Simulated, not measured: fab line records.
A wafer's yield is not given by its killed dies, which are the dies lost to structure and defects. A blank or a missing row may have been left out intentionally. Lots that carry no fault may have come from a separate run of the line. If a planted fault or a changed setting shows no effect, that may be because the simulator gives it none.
Chamber matching -- flow n5 finfet -- rie diel-03 running N5_GATE_CUT_ETCH_36: 4 sister chambers
The step etches SiARC in CF4, target depth 13 nm, time 21.7 s. 4 wafers are shown with their chamber, then 11 later ones without.

## EACH WAFER AND ITS CHAMBER
wafer,chamber,showerhead plenum p Torr (Torr)
L085.3,0,2.07
L087.1,3,2.19
L087.4,1,2.12
L088.1,2,2.18

## WAFERS MISSING THEIR CHAMBER
wafer,showerhead plenum p Torr (Torr)
L088.3,2.12
L088.6,2.19
L093.3,2.18
L093.5,2.19
L093.6,2.06
L094.1,2.06
L094.3,2.11
L094.5,2.11
L096.3,2.19
L096.5,2.19
L096.6,2.06

## THE CHAMBER EACH PASSED THROUGH
wafer,from the rows above,in truth
L088.3,1,1
L088.6,can't be placed: 3 or 2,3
L093.3,can't be placed: 2 or 3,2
L093.5,can't be placed: 3 or 2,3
L093.6,0,0
L094.1,0,0
L094.3,1,1
L094.5,1,1
L096.3,can't be placed: 3 or 2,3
L096.5,can't be placed: 3 or 2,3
L096.6,0,0
6 of 11 placed correctly. Unplaceable from these rows: 5, with the true chamber sitting among the candidates in 5. 0 placed wrongly.
How it was worked out, from the rows above alone: a wafer's distance from a chamber is the root of the sum, over the readings, of the square of ((its reading less the chamber's mean) divided by the reading's scatter). The wafer belongs to the nearest chamber; if the next one is less than 2 further off, it can't be placed. A chamber's mean is the mean of its shown wafers. The scatter: root of mean squared gap, hidden wafer to nearest shown wafer, with one shown wafer a chamber.
